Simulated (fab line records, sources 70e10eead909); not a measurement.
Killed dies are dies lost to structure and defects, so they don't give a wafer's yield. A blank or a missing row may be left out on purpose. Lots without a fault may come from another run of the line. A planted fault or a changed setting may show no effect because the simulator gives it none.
Problem report in the 8D (eight disciplines) form, filled by code | flow nand_harc | the parts of the form that need people (team, actions taken, sign-off) are left out

1. THE PROBLEM
run_length_s at NHARC_A_CHANNEL_HOLE_D2_ETCH_34 reads a mean of 86.2 s on 3 wafers of 2 lots; wafers without a fault read 98.3 s with a standard deviation of 0.42. That is -29 standard deviations from the usual mean.
The step: etches the open film in CF4/CHF3, target depth 154 nm, time 77 s.
First seen on wafer L905.3, day 21 08:08, on rie_diel-08. The record holds 42 wafers of 14 lots with a number at this step. Rule for "out", or "out of limits": more than 4 standard deviations from the usual mean. The other wafers with a number count as sound.

2. WHAT IT IS AND WHAT IT IS NOT
question                    | is                     | is not
which readings at this step | run_length_s           | chf3_flow_sccm, drypump_motor_current_A, oes_product_au, rf_vpp_V, showerhead_plenum_p_Torr, throttle_valve_pct
which lots                  | L905, L907             | L886, L888, L889, L890, L892, L893, L894, L895, L896, L897, L898, L906
which wafers of those lots  | L905.3, L905.6, L907.2 | L905.1, L907.1, L907.3
read on which tools         | rie_diel-08            | rie_diel-01, rie_diel-12
when                        | from day 21 08:08      | up to then (34 sound wafers); but 5 sound wafers of L906, L907 came after

3. SUSPECTS, AND WHAT RULES EACH OUT
Counting: a tool at a process step up to the reading stays a suspect if it ran every lot that is out. Sound lots after the first of them don't rule it out here, since some wafers of a struck lot are sound.
- rie_diel-08 at NHARC_A_CHANNEL_HOLE_D2_ETCH_39 (etches the open film in N2/H2, target depth 260 nm, time 325 s): kept. It ran every lot that is out, first L905 (day 21 08:08); its last sound lot up to then is L888 (day 14 15:43). NHARC_A_CHANNEL_HOLE_D2_ETCH_39 gives no start for some lots, so the hours and the order of its lots are those of NHARC_A_CHANNEL_HOLE_D2_ETCH_34.
- rie_diel-08 at NHARC_A_CHANNEL_HOLE_D2_ETCH_34 (etches the open film in CF4/CHF3, target depth 154 nm, time 77 s): kept. It ran every lot that is out, first L905 (day 21 08:08); its last sound lot up to then is L888 (day 14 15:43). Its own readings are out on those wafers: run_length_s.
- Within rie_diel-08 at NHARC_A_CHANNEL_HOLE_D2_ETCH_34: the wafers that are out ran in chamber 0; their sound lot-mates ran in chambers 2, 3.
Left after counting: rie_diel-08 at NHARC_A_CHANNEL_HOLE_D2_ETCH_39, rie_diel-08 at NHARC_A_CHANNEL_HOLE_D2_ETCH_34.

4. THE CAUSE (what the simulator had put in)
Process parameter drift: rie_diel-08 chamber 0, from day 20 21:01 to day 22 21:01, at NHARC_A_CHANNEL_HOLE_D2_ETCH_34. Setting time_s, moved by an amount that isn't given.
Counting left 2 suspects, and this tool is among them.

5. THE CHAIN OF EFFECTS, in route order
Each row: a reading whose mean over the struck wafers that have a number lies more than 3 standard deviations from the usual. Only readings for which the record gives a usual standard deviation are gone through. hours: the time from each lot's start at the first step in this table that gives one to its start at this step, as a median over the lots. sigmas: the change in usual standard deviations.
hours | step                            | reading      | usual  | on struck wafers | change | sigmas
0     | NHARC_A_CHANNEL_HOLE_D2_ETCH_34 | run_length_s | 98.3 s | 86.2             | -12.1  | -29
The process steps in it:
- NHARC_A_CHANNEL_HOLE_D2_ETCH_34: etches the open film in CF4/CHF3, target depth 154 nm, time 77 s.
Readings that are blank on the struck wafers while sound wafers have them: rf_fwd_power_W at NHARC_A_CHANNEL_HOLE_D2_ETCH_34.

6. WHAT WOULD HAVE CAUGHT IT SOONER
In this record the first reading out of limits was taken at day 21 08:08, 11 hours after the fault began at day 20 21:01.
